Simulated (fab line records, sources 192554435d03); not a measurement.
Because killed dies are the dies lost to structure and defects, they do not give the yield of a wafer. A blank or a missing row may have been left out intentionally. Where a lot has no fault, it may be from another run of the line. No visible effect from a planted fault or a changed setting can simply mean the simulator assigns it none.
Which tool did it? :: flow n5Finfet :: route of 1938 steps, sampled at 1 step: 10 lots, 30 wafers

WHAT THE GAUGES READ, wafer by wafer
N5_BEOL_M4_RC_MEAS_101.
lot: L195
measured: day 8 11:30
on: prober-02
DIBL_N (mV/V): 34.8 38.0 36.3

lot: L197
measured: day 8 23:58
on: prober-02
DIBL_N (mV/V): 37.0 38.0 37.0

lot: L198
measured: day 9 02:52
on: prober-02
DIBL_N (mV/V): 40.6 41.0 41.2

lot: L199
measured: day 9 13:12
on: prober-01
DIBL_N (mV/V): 32.6 35.4 35.2

lot: L200
measured: day 9 17:12
on: prober-02
DIBL_N (mV/V): 35.0 35.1 37.3

lot: L203
measured: day 10 06:27
on: prober-02
DIBL_N (mV/V): 37.8 39.1 39.7

lot: L211
measured: day 13 06:53
on: prober-01
DIBL_N (mV/V): 35.3 35.4 38.4

lot: L212
measured: day 14 01:11
on: prober-01
DIBL_N (mV/V): 37.3 38.0 33.8

lot: L213
measured: day 14 04:23
on: prober-02
DIBL_N (mV/V): 36.8 36.5 36.3

lot: L216
measured: day 14 21:55
on: prober-02
DIBL_N (mV/V): 36.6 34.5 33.8

WHAT TOOL EACH LOT RAN ON (gives the tool, then ch and the chambers of the sampled wafers, and finally the start)
Before these readings, the record contains no process step.

THE ANSWER, worked out from the rows above alone
Rule: the lots themselves supply what counts as usual. Put in order of their means at a reading, lots are off if they are a third of the lots or fewer, leave a main group of 4 or more, and stand apart from it by a gap of 3 or more times the standard deviation of the main group's means; of several such gaps the widest counts. The tables above print the reading to a certain number of digits; a main group whose means all agree to those digits is not used. Also off: a lot with no number at a reading for which 4 or more lots have one. Where the step has rows for the other lots, those lots are counted as sound.
No lot is off at any reading shown: from this, nothing can be told.

WHAT THE SIMULATOR HAD INSERTED
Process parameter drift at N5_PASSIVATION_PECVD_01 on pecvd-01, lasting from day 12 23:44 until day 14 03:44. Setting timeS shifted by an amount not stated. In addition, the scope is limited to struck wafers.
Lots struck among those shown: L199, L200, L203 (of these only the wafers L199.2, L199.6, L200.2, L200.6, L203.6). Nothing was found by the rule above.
